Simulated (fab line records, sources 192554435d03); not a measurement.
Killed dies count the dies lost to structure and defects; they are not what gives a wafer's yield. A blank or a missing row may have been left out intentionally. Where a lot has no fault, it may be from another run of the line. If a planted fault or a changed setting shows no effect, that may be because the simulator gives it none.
Which tool did it? -- flow n5Finfet -- 24 lots, 72 wafers sampled, at 3 steps of a route of 1938

## WHAT THE GAUGES SHOWED, per wafer
N5_BEOL_M9_CD_MEAS_28: the cd target is 70 nm. Usual: 70.06 nm for cdNm, sd 0.26.
lot,measured,on,cdNm (nm),flag
L074,day 9 08:28,cdSem-02,69.65 69.84 70.17,
L076,day 9 23:07,cdSem-02,69.95 69.96 70.18,
L075,day 10 01:14,cdSem-02,70.29 70.15 69.86,
L079,day 10 06:25,cdSem-01,70.00 70.11 70.18,
L077,day 10 06:35,cdSem-01,69.71 70.19 70.33,
L078,day 10 08:31,cdSem-01,69.81 70.16 70.29,
L081,day 10 23:35,cdSem-03,69.83 69.95 70.53,
L080,day 11 02:01,cdSem-03,70.10 69.52 69.64,
L082,day 11 07:57,cdSem-03,69.82 69.35 70.31,
L084,day 11 22:32,cdSem-01,70.07 69.99 70.03,
L083,day 12 01:04,cdSem-02,70.03 70.03 69.70,
L085,day 12 05:04,cdSem-03,70.11 69.58 70.00,
L086,day 12 12:02,cdSem-01,70.32 70.44 70.21,
L088,day 13 02:46,cdSem-02,70.29 69.81 70.55,
L087,day 13 02:58,cdSem-02,70.09 69.90 69.98,
L091,day 13 20:17,cdSem-02,70.09 70.26 69.99,
L090,day 13 20:27,cdSem-01,70.12 70.47 70.29,
L089,day 13 22:28,cdSem-03,70.05 69.82 70.03,
L093,day 13 22:38,cdSem-03,70.02 69.89 70.22,
L092,day 14 07:02,cdSem-01,70.00 69.95 70.26,
L094,day 14 17:22,cdSem-03,70.11 70.61 70.29,
L095,day 15 03:26,cdSem-02,69.87 70.11 69.93,
L096,day 15 05:43,cdSem-02,69.93 70.43 70.46,
L097,day 15 09:35,cdSem-01,70.66 70.03 70.14,

N5_BEOL_M9_OVL_MEAS_29. Usual: V8_OVL typically reads 0.0 nm, with standard deviation 0.7.
lot,measured,on,V8_OVL (nm),flag
L074,day 9 08:31,overlay-02,0.4 -0.4 -0.1,
L076,day 9 23:09,overlay-02,0.4 0.4 0.1,
L075,day 10 01:16,overlay-02,0.3 -0.9 -0.6,
L079,day 10 06:26,overlay-01,-0.2 1.6 0.2,
L077,day 10 06:37,overlay-02,0.4 0.7 0.6,
L078,day 10 08:33,overlay-02,-1.2 -0.7 0.0,
L081,day 10 23:38,overlay-01,0.7 0.0 0.0,
L080,day 11 02:03,overlay-01,-1.1 -0.1 0.1,
L082,day 11 07:59,overlay-02,-0.3 1.0 1.0,
L084,day 11 22:34,overlay-02,-0.4 0.0 0.1,
L083,day 12 01:05,overlay-02,-0.8 -0.2 -0.2,
L085,day 12 05:06,overlay-02,0.1 0.8 -0.3,
L086,day 12 12:04,overlay-01,-0.6 -1.1 -0.1,
L088,day 13 02:48,overlay-01,-0.7 -1.1 -0.6,
L087,day 13 02:59,overlay-02,0.2 0.3 -0.1,
L091,day 13 20:20,overlay-02,-0.8 -0.7 -0.3,
L090,day 13 20:29,overlay-02,-0.7 0.3 -0.8,
L089,day 13 22:29,overlay-02,-0.3 0.5 -0.5,
L093,day 13 22:40,overlay-01,0.0 -0.3 0.4,
L092,day 14 07:04,overlay-02,0.6 0.2 0.4,
L094,day 14 17:24,overlay-01,-0.2 0.1 0.7,
L095,day 15 03:28,overlay-02,0.2 -0.3 0.4,
L096,day 15 05:45,overlay-01,-1.3 -0.4 -0.1,
L097,day 15 09:37,overlay-01,0.8 0.5 0.4,

N5_BEOL_M9_RS_MEAS_57: measures by four-point-probe. Usual: M9_RS typically reads 0.152 ohm/sq, with standard deviation 0.0033.
lot,measured,on,M9_RS (ohm/sq),flag
L074,day 9 11:11,filmMetro-01,0.149 0.150 0.149,
L076,day 10 02:23,filmMetro-02,0.146 0.154 0.147,
L075,day 10 04:53,filmMetro-02,0.150 0.157 0.157,
L079,day 10 09:58,filmMetro-01,0.157 0.159 0.150,
L077,day 10 10:43,filmMetro-02,0.150 0.149 0.150,
L078,day 10 11:22,filmMetro-01,0.148 0.156 0.157,
L081,day 11 04:46,filmMetro-01,0.151 0.155 0.154,
L080,day 11 06:01,filmMetro-01,0.151 0.152 0.149,
L082,day 11 11:38,filmMetro-02,0.147 0.151 0.147,
L084,day 12 02:45,filmMetro-02,0.150 0.152 0.151,
L083,day 12 04:16,filmMetro-01,0.158 0.154 0.160,
L085,day 12 09:41,filmMetro-02,0.152 0.150 0.152,
L086,day 12 16:59,filmMetro-01,0.152 0.151 0.150,
L088,day 13 05:56,filmMetro-01,0.148 0.148 0.149,
L087,day 13 05:59,filmMetro-02,0.155 0.148 0.156,
L091,day 13 23:35,filmMetro-01,0.156 0.156 0.156,
L090,day 13 23:46,filmMetro-01,0.149 0.157 0.148,
L089,day 14 01:16,filmMetro-01,0.152 0.150 0.154,
L093,day 14 01:50,filmMetro-02,0.146 0.155 0.153,
L092,day 14 10:02,filmMetro-01,0.153 0.152 0.152,
L094,day 14 20:34,filmMetro-02,0.152 0.146 0.149,
L095,day 15 07:48,filmMetro-01,0.153 0.151 0.153,
L096,day 15 09:42,filmMetro-02,0.150 0.147 0.158,
L097,day 15 14:31,filmMetro-01,0.149 0.150 0.149,

## WHICH TOOL RAN EACH LOT (tool, then ch and the chambers of the sampled wafers, then the start)
Before these readings, the record contains no process step.

## WHAT THE TOOLS THEMSELVES READ (means of the sampled wafers that have a number; where no wafer has one, the mark that the record gives instead)
The record holds no such reading with a usual standard deviation.

## THE ANSWER, worked out from the rows above alone
Rule: lot off if the mean of its wafers having a number is beyond 3 standard deviations from the usual mean. A lot without any number at a reading at which 4 lots or more have one is off too. Any other lot the step has rows for is counted as sound. Order of review: gauges by route order, followed by the tools' own readings, for which a lot's mean as printed above is used. The first step at which some lot is off is used, and at that step the reading that is off furthest; a lot without a number counts as furthest.
Nothing can be told from this: no lot is off at any reading shown.

## WHAT THE SIMULATOR PUT IN
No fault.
